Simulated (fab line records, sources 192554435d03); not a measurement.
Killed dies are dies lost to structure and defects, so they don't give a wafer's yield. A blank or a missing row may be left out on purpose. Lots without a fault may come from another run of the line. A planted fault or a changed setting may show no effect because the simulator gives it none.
fab line records | flow n5_finfet
record lots=4 wafers=10 last_day=18
route steps=1938 shown BEOL_M3@1009 BEOL_M4@1021 PASSIVATION@1936
lots that met no fault: from a run of the same line without faults
start_h: hours from the record's first day to the start of the lot's first wafer shown | wait_h: hours since the lot's step before | " the same as in the row above | L1.1+2: a row that stands for several wafers | - no value, or no start given | * or withheld: withheld | < > ~ a bound
route shown NAME@n: a module of which the file shows steps, and the number in the route of the first | usual: mean/standard deviation of fault-free wafers | same: alike in all rows | chamber/n: place in a boat | sites: the reading at each site | _std_site: their standard deviation | _edge_site: outer sites' mean less inner sites' | radius_mm: how far each site lies from the wafer's centre | mask NAME#n: copy n | behind: the tool/chamber that last shaped the wafer | hold: why the lot was held/for how many hours/how that ended | device: the transistor (n, p or np) that didn't switch | end of line: the same wafers' tests at the end of the route | a step without rows: its recipe alone | killed: dies lost to structure and defects at the first sort, not the wafer's yield | map: a wafer's dies, x killed, . not, _ none there
set.NAME: the setting as run; set.NAME@STEP: as run at that earlier step | model.NAME: the simulator's own value behind a step, which no gauge read
lots at some steps of the route; a table a step, a row a wafer
services: from which hour (start_h, from the record's first day; less than 0 if before it) a tool's chamber was out of use, for how many hours, and why
## steps
# step N5_BEOL_M3_ANNEAL_95
# recipe temp_c=400 time_s=240 ambient=vacuum
# step N5_BEOL_M3_SPUTTER_96
# recipe material=Cu target_thk_a=45 temp_c=-20 chamber_pressure_pa=0.07 power_w=withheld time_s=8.29
# step N5_BEOL_M3_ECD_50
# recipe material=Cu target_thk_a=3000
# step N5_BEOL_M3_ANNEAL_51
# recipe temp_c=225 time_s=90 ambient=N2
# step N5_BEOL_M3_CMP_52
# recipe stop_on=SiOC t_overpolish_s=6.8 down_force_psi=1 platen_rpm=50 clearing_platen_down_force_psi=1.5 clearing_platen_rpm=50 post_cmp_clean=cu_alkaline target_thk_nm=40 clearing_platen_pad_velocity_m_s=0.99484 pad_velocity_m_s=0.99484
# step N5_BEOL_M3_PRE_CLEAN_60
# recipe gas=NH3/H2 time_s=15 temp_c=* rf_power_w=300
# step N5_BEOL_M3_CO_CAP_55
# recipe material=Co target_thk_a=20 temp_c=200 precursor=CCTBA/H2 pressure_torr=30 time_s=102.1
# step N5_BEOL_M3_PRE_CLEAN_56
# recipe gas=NH3 time_s=15 temp_c=withheld rf_power_w=300
# step N5_BEOL_M3_DEP_57
# recipe material=SiCN target_thk_a=80 temp_c=withheld precursor=3MS/NH3 pressure_torr=3 rf_w=202 time_s=14
# step N5_BEOL_M4_ILD_DEP_00
# recipe material=SiOC target_thk_a=790 temp_c=350 precursor=DEMS/O2 pressure_torr=5 rf_w=500 time_s=15.3
# usual chamber_pressure_Torr=5.000/0.011 heater_power_w=471/70 showerhead_plenum_p_Torr=5.702/0.012 throttle_valve_pct=11.8/0.39
# columns lot.wafer tool chamber start_h wait_h chamber_pressure_Torr heater_power_w showerhead_plenum_p_Torr throttle_valve_pct model.SiOC_of_BEOL_M4_ILD_DEP_00.thk_nm
L324.1 pecvd-03 0 201.70 0.0 5.009 394 5.700 11.7 125.8
L324.6 " 1 " " 5.013 554 5.701 11.6 80.2
L327.1 pecvd-03 2 213.40 0.0 5.001 482 5.706 12.1 126.4
L327.6 " 0 " " 5.009 395 5.704 11.7 79.4
L338.1 pecvd-03 2 302.01 0.0 4.997 418 5.691 10.9 80.8
L338.4 " 0 " " 5.004 338 5.701 11.8 80.6
L338.5 " 2 " " 5.009 413 5.692 10.6 81
L336.1 pecvd-01 1 307.78 0.0 5.004 559 5.695 12.0 80.4
L336.2 " 2 " " 4.987 458 5.718 12.1 78.6
L336.3 " 0 " " 5.002 475 5.682 12.1 80.8
# step N5_BEOL_M4_THK_MEAS_01
# recipe reads=SiOC_of_BEOL_M4_ILD_DEP_00
# usual M4_ILD_THK=79.7/1.1
# columns lot.wafer tool chamber start_h wait_h M4_ILD_THK[nm]
L324.1 film_metro-01 - 201.77 0.0 125.7
L324.6 " - " " 80.1
L327.1 film_metro-02 - 213.47 0.0 126.3
L327.6 " - " " 79.5
L338.1 film_metro-01 - 302.08 0.0 80.8
L338.4 " - " " 80.5
L338.5 " - " " 81.0
L336.1 film_metro-01 - 307.85 0.0 80.4
L336.2 " - " " 78.7
L336.3 " - " " 80.7
# step N5_BEOL_M4_PECVD_72
# recipe material=SiO2 target_thk_a=160 temp_c=400 precursor=TEOS/O2 pressure_torr=5.5 rf_w=450 teos_flow_sccm=53.8 gas=O2 flow_sccm=3000 time_s=18
# step N5_BEOL_M4_HM_DEP_02
# recipe material=TiN target_thk_a=200 temp_c=25 chamber_pressure_pa=0.49996
# step N5_BEOL_M4_COAT_61
# recipe resist=SOC temp_c=250 time_s=60 spin_rpm=1500 resist_thk_nm=60
# step N5_BEOL_M4_COAT_62
# recipe resist=SiARC temp_c=220 time_s=60 spin_rpm=1500 resist_thk_nm=12
# step N5_BEOL_M4_COAT_73
# recipe resist=underlayer temp_c=205 time_s=60 spin_rpm=1500 resist_thk_nm=5
# step N5_BEOL_M4_COAT_05
# recipe resist=CAR-EUV spin_rpm=1500 resist_thk_nm=30
# step N5_BEOL_M4_EBR_07
# recipe solvent=PGMEA ebr_width_mm=1.5
# step N5_BEOL_M4_SOFTBAKE_06
# recipe temp_c=110 time_s=60 resist=CAR-EUV
# step N5_BEOL_M4_EXPOSE_08
# recipe mask_id=M4 na=0.33 source_shape=dipole sigma_inner=0.369 sigma_outer=0.767 polarization=unpolarized dose_mj=41.25
# step N5_BEOL_M4_PEB_09
# recipe peb_temp_c=100 peb_time_s=60 resist=CAR-EUV
# step N5_BEOL_M4_DEVELOP_10
# recipe develop_time_s=30 developer=TMAH resist=CAR-EUV rinse_liquid=surfactant_rinse dry=air_spin dev_temp_c=23
# step N5_BEOL_M4_DESCUM_16
# recipe chemistry=O2 time_s=7 source_power_w=50 bias_power_w=20 pressure_mtorr=20 rf_frequency_hz=2.712e+07 temp_c=40 resist=CAR-EUV o2_flow_sccm=225
# step N5_BEOL_M4_ETCH_74
# recipe chemistry=N2/H2 target=underlayer target_depth_a=65 mask_material=CAR-EUV time_s=5.2 ion_energy_ev=200 pressure_mtorr=30 source_w=840 bias_w=150 n2_flow_sccm=200 h2_flow_sccm=200 ends=cleared
# step N5_BEOL_M4_ETCH_63
# recipe chemistry=CF4 target=SiARC target_depth_a=156 mask_material=CAR-EUV time_s=26 ion_energy_ev=80 pressure_mtorr=40 source_w=545 bias_w=36 Ar_flow_sccm=100 cf4_flow_sccm=100 ends=cleared
# step N5_BEOL_M4_ETCH_64
# recipe chemistry=N2/H2 target=SOC target_depth_a=750 overetch_a=225 mask_material=SiARC temp_c=40 time_s=121.9 ion_energy_ev=200 pressure_mtorr=30 source_w=840 bias_w=150 n2_flow_sccm=200 h2_flow_sccm=200
# step N5_BEOL_M4_STRIP_65
# recipe chemistry=N2/H2 temp_c=40 n2_flow_sccm=200 h2_flow_sccm=200 rf_frequency_hz=6e+07
# step N5_BEOL_M4_STRIP_75
# recipe chemistry=N2/H2 temp_c=40 n2_flow_sccm=200 h2_flow_sccm=200 rf_frequency_hz=6e+07
# step N5_BEOL_M4_STRIP_66
# recipe chemistry=CF4 resist=SiARC power_w=300 bias_power_w=75 pressure_mtorr=50 cf4_flow_sccm=150 rf_frequency_hz=6e+07
# step N5_BEOL_M4_HM_OPEN_17
# recipe chemistry=Cl2/BCl3 target_depth_a=200 overetch_a=60 target=TiN mask_material=SOC ion_energy_ev=150 pressure_mtorr=10 icp_w=1000 bias_w=126 Cl2_flow_sccm=53.25 bcl3_flow_sccm=21.75 Ar_flow_sccm=25
# step N5_BEOL_M4_STRIP_19
# recipe chemistry=O2 power_w=400 temp_c=40 pressure_mtorr=30 rf_frequency_hz=6e+07 bias_power_w=0 overash_fraction=0.2 o2_flow_sccm=225
# step N5_BEOL_M4_COAT_67
# recipe resist=SOC temp_c=250 time_s=60 spin_rpm=1500 resist_thk_nm=60
# step N5_BEOL_M4_COAT_68
# recipe resist=SiARC temp_c=220 time_s=60 spin_rpm=1500 resist_thk_nm=12
# step N5_BEOL_M4_COAT_76
# recipe resist=underlayer temp_c=205 time_s=60 spin_rpm=1500 resist_thk_nm=5
# step N5_BEOL_M4_COAT_22
# recipe resist=CAR-EUV spin_rpm=1500 resist_thk_nm=30
# step N5_BEOL_M4_CMP_52
# recipe stop_on=SiOC t_overpolish_s=6.8 down_force_psi=1 platen_rpm=50 clearing_platen_down_force_psi=1.5 clearing_platen_rpm=50 post_cmp_clean=cu_alkaline target_thk_nm=40 clearing_platen_pad_velocity_m_s=0.99484 pad_velocity_m_s=0.99484
# usual motor_current_A=6.1/0.65
# columns lot.wafer tool chamber start_h wait_h motor_current_A model.SiOC_of_BEOL_M4_ILD_DEP_00.thk_nm
L324.1 cmp-04 0 209.17 0.3 5.4 122.8
L324.6 " 0 " " 5.5 77.2
L327.1 cmp-04 3 227.49 0.3 6.1 123.4
L327.6 " 2 " " 6.9 76.4
L338.4 cmp-01 0 312.39 0.2 5.0 77.6
L338.1 " 2 " " 5.7 77.8
L338.5 " 0 " " 4.9 78
L336.3 cmp-04 3 315.69 0.2 6.1 77.8
L336.1 " 0 " " 5.6 77.4
L336.2 " 1 " " 6.4 75.6
# step N5_BEOL_M4_RC_MEAS_101
# usual DIBL_N=37.2/2.1 DIBL_P=37.3/2.3 IOFF_N=0.18/0.041 IOFF_P=0.24/0.042 ION_N=680/13 ION_P=466/7.7 SS_N=71.8/0.68 SS_P=73.5/0.66 VT_N=249/3.6 VT_P=-248/3.4
# columns lot.wafer tool chamber start_h wait_h DIBL_N[mV/V] DIBL_P[mV/V] IOFF_N[nA/um] IOFF_P[nA/um] ION_N[uA/um] ION_P[uA/um] SS_N[mV/dec] SS_P[mV/dec] VT_N[mV] VT_P[mV]
L324.6 prober-02 0 210.52 0.8 32.6 32.1 0.10 0.16 655 458 70.3 73.3 258 -253
L327.6 prober-02 0 228.80 0.8 36.0 36.6 0.18 0.28 686 477 71.9 73.5 249 -240
L338.1 prober-02 0 312.96 0.0 36.9 35.6 0.15 0.21 683 469 71.1 73.1 251 -250
L338.4 " 0 " " 37.4 36.3 0.16 0.21 673 471 71.7 73.4 251 -248
L338.5 " 0 " " 40.1 38.5 0.21 0.25 682 470 72.7 74.0 247 -247
L336.1 prober-01 0 316.30 0.0 37.4 39.8 0.20 0.28 684 477 72.2 74.0 248 -246
L336.2 " 0 " " 37.5 39.5 0.21 0.27 694 473 72.8 73.7 247 -245
L336.3 " 0 " " 37.1 39.2 0.20 0.28 698 483 72.2 73.8 244 -245
# step N5_PASSIVATION_PROBE_49
# usual defect_limited_yield=91.0/1.6 killed_at_M0_to_M3=35/11 killed_at_M4_up=14/5.3 killed_at_contacts=13/6.7 killed_at_front_end=41/12 killed_at_other=3.9/2.7 killed_dies=106/19 killed_on_rim=14/4 killed_open=70/14 killed_short=35/8.8 sort_bin_5_function=5.3/1 sort_bin_6_memory=3.3/0.81 sort_n_pass=1073/19 sort_yield_pct=91.0/1.6
# same gross_dies=1180 killed_at_back_side=0 sort_bin_4_leakage[%]=0 sort_bin_8_speed[%]=0
# columns lot.wafer tool chamber start_h wait_h defect_limited_yield[%] killed_at_M0_to_M3 killed_at_M4_up killed_at_contacts killed_at_front_end killed_at_other killed_dies killed_on_rim killed_open killed_short sort_bin_5_function[%] sort_bin_6_memory[%] sort_n_pass sort_yield_pct[%]
L324.1 prober-01 - 323.98 0.0 0 32 1089 3 55 1 1180 152 66 33 96.4 3.3 0 0
L327.1 prober-01 - 335.31 0.0 0 26 1109 3 38 4 1180 152 67 20 96.7 3.2 0 0
# killed by level:class
L324.1 BEOL_M4:area_dep=1080 STI_FIN_REVEAL:geometric_particle:open=15 BEOL_M0_SAQP:geometric_particle:short=9 BEOL_M0_SAQP:geometric_particle:open=8 FIN_SAQP:geometric_particle:open=7 BEOL_M3:geometric_particle:open=7 STI_FIN_REVEAL:geometric_particle:short=6 STARTING-WAFER:geometric_particle:open=5
L327.1 BEOL_M4:area_dep=1092 STI_FIN_REVEAL:geometric_particle:open=14 BEOL_M4:geometric_particle:open=10 FIN_SAQP:geometric_particle:open=8 BEOL_M3:geometric_particle:open=8 BEOL_M1:geometric_particle:open=7 FIN_SAQP:geometric_particle:short=4 MOL_CONTACT_COAG:geometric_particle:open=3
# map L324.1 (x killed, . not)
_________________xxxxxxxxxxxx________________
______________xxxxxxxxxxxxxxxxxx_____________
___________xxxxxxxxxxxxxxxxxxxxxxxx__________
__________xxxxxxxxxxxxxxxxxxxxxxxxxx_________
________xxxxxxxxxxxxxxxxxxxxxxxxxxxxxx_______
_______xxxxxxxxxxxxxxxxxxxxxxxxxxxxxxxx______
______xxxxxxxxxxxxxxxxxxxxxxxxxxxxxxxxxx_____
_____xxxxxxxxxxxxxxxxxxxxxxxxxxxxxxxxxxxx____
____xxxxxxxxxxxxxxxxxxxxxxxxxxxxxxxxxxxxxx___
___xxxxxxxxxxxxxxxxxxxxxxxxxxxxxxxxxxxxxxxx__
___xxxxxxxxxxxxxxxxxxxxxxxxxxxxxxxxxxxxxxxx__
__xxxxxxxxxxxxxxxxxxxxxxxxxxxxxxxxxxxxxxxxxx_
__xxxxxxxxxxxxxxxxxxxxxxxxxxxxxxxxxxxxxxxxxx_
_xxxxxxxxxxxxxxxxxxxxxxxxxxxxxxxxxxxxxxxxxxxx
_xxxxxxxxxxxxxxxxxxxxxxxxxxxxxxxxxxxxxxxxxxxx
_xxxxxxxxxxxxxxxxxxxxxxxxxxxxxxxxxxxxxxxxxxxx
_xxxxxxxxxxxxxxxxxxxxxxxxxxxxxxxxxxxxxxxxxxxx
_xxxxxxxxxxxxxxxxxxxxxxxxxxxxxxxxxxxxxxxxxxxx
_xxxxxxxxxxxxxxxxxxxxxxxxxxxxxxxxxxxxxxxxxxxx
_xxxxxxxxxxxxxxxxxxxxxxxxxxxxxxxxxxxxxxxxxxxx
_xxxxxxxxxxxxxxxxxxxxxxxxxxxxxxxxxxxxxxxxxxxx
__xxxxxxxxxxxxxxxxxxxxxxxxxxxxxxxxxxxxxxxxxx_
__xxxxxxxxxxxxxxxxxxxxxxxxxxxxxxxxxxxxxxxxxx_
___xxxxxxxxxxxxxxxxxxxxxxxxxxxxxxxxxxxxxxxx__
___xxxxxxxxxxxxxxxxxxxxxxxxxxxxxxxxxxxxxxxx__
____xxxxxxxxxxxxxxxxxxxxxxxxxxxxxxxxxxxxxx___
_____xxxxxxxxxxxxxxxxxxxxxxxxxxxxxxxxxxxx____
______xxxxxxxxxxxxxxxxxxxxxxxxxxxxxxxxxx_____
_______xxxxxxxxxxxxxxxxxxxxxxxxxxxxxxxx______
________xxxxxxxxxxxxxxxxxxxxxxxxxxxxxx_______
__________xxxxxxxxxxxxxxxxxxxxxxxxxx_________
___________xxxxxxxxxxxxxxxxxxxxxxxx__________
______________xxxxxxxxxxxxxxxxxx_____________
_________________xxxxxxxxxxxx________________
# map L327.1 (x killed, . not)
_________________xxxxxxxxxxxx________________
______________xxxxxxxxxxxxxxxxxx_____________
___________xxxxxxxxxxxxxxxxxxxxxxxx__________
__________xxxxxxxxxxxxxxxxxxxxxxxxxx_________
________xxxxxxxxxxxxxxxxxxxxxxxxxxxxxx_______
_______xxxxxxxxxxxxxxxxxxxxxxxxxxxxxxxx______
______xxxxxxxxxxxxxxxxxxxxxxxxxxxxxxxxxx_____
_____xxxxxxxxxxxxxxxxxxxxxxxxxxxxxxxxxxxx____
____xxxxxxxxxxxxxxxxxxxxxxxxxxxxxxxxxxxxxx___
___xxxxxxxxxxxxxxxxxxxxxxxxxxxxxxxxxxxxxxxx__
___xxxxxxxxxxxxxxxxxxxxxxxxxxxxxxxxxxxxxxxx__
__xxxxxxxxxxxxxxxxxxxxxxxxxxxxxxxxxxxxxxxxxx_
__xxxxxxxxxxxxxxxxxxxxxxxxxxxxxxxxxxxxxxxxxx_
_xxxxxxxxxxxxxxxxxxxxxxxxxxxxxxxxxxxxxxxxxxxx
_xxxxxxxxxxxxxxxxxxxxxxxxxxxxxxxxxxxxxxxxxxxx
_xxxxxxxxxxxxxxxxxxxxxxxxxxxxxxxxxxxxxxxxxxxx
_xxxxxxxxxxxxxxxxxxxxxxxxxxxxxxxxxxxxxxxxxxxx
_xxxxxxxxxxxxxxxxxxxxxxxxxxxxxxxxxxxxxxxxxxxx
_xxxxxxxxxxxxxxxxxxxxxxxxxxxxxxxxxxxxxxxxxxxx
_xxxxxxxxxxxxxxxxxxxxxxxxxxxxxxxxxxxxxxxxxxxx
_xxxxxxxxxxxxxxxxxxxxxxxxxxxxxxxxxxxxxxxxxxxx
__xxxxxxxxxxxxxxxxxxxxxxxxxxxxxxxxxxxxxxxxxx_
__xxxxxxxxxxxxxxxxxxxxxxxxxxxxxxxxxxxxxxxxxx_
___xxxxxxxxxxxxxxxxxxxxxxxxxxxxxxxxxxxxxxxx__
___xxxxxxxxxxxxxxxxxxxxxxxxxxxxxxxxxxxxxxxx__
____xxxxxxxxxxxxxxxxxxxxxxxxxxxxxxxxxxxxxx___
_____xxxxxxxxxxxxxxxxxxxxxxxxxxxxxxxxxxxx____
______xxxxxxxxxxxxxxxxxxxxxxxxxxxxxxxxxx_____
_______xxxxxxxxxxxxxxxxxxxxxxxxxxxxxxxx______
________xxxxxxxxxxxxxxxxxxxxxxxxxxxxxx_______
__________xxxxxxxxxxxxxxxxxxxxxxxxxx_________
___________xxxxxxxxxxxxxxxxxxxxxxxx__________
______________xxxxxxxxxxxxxxxxxx_____________
_________________xxxxxxxxxxxx________________
## services
# columns tool chamber start_h hours kind
pecvd-03 2 222.84 7.1 repair
pecvd-01 1 223.94 2.1 scheduled_down
cmp-01 - 229.23 4.0 pm
pecvd-03 2 229.98 - clean
pecvd-03 2 229.98 - consumable_replace:showerhead
pecvd-03 2 229.98 29.0 scheduled_down
pecvd-03 2 229.98 29.0 vent_cycle
pecvd-01 1 231.76 22.7 repair
cmp-01 - 233.23 - consumable_replace:conditioner
cmp-01 - 233.23 - consumable_replace:pad
cmp-01 - 235.47 5.8 pm
cmp-01 - 243.11 1.0 repair
cmp-01 - 250.04 14.9 pm
cmp-01 - 269.52 5.5 repair
cmp-04 - 296.61 0.9 repair
## key
first_sign step=N5_BEOL_M4_THK_MEAS_01 reading=M4_ILD_THK direction=up sigmas=41 usual=79.7 struck=126.0
effect step=N5_PASSIVATION_PROBE_49 reading=killed_at_M4_up direction=up sigmas=99+ usual=14 struck=1099
model_effect step=N5_BEOL_M4_ILD_DEP_00 value=SiOC_of_BEOL_M4_ILD_DEP_00.thk_nm without=78.7 struck=126.1
model_effect step=N5_BEOL_M4_CMP_52 value=SiOC_of_BEOL_M4_ILD_DEP_00.thk_nm without=75.7 struck=123.1
more_kills_born_at N5_BEOL_M4_ILD_DEP_00@pecvd-03=2172
met_at N5_BEOL_M4_ILD_DEP_00
struck_wafers L324.1,L327.1
later_rows_left_out L324.1,L327.1
fault kind=process_parameter_drift tool=pecvd-03 chamber=- onset_h=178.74 steps=N5_BEOL_M4_ILD_DEP_00 channel=time_s offset=* shape=step end_h=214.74 scope=struck_wafers_only acts_in=* stated=*
# later_rows_left_out: the simulator's readings of these wafers behind a module that went badly wrong aren't trusted and aren't shown, but for the sort
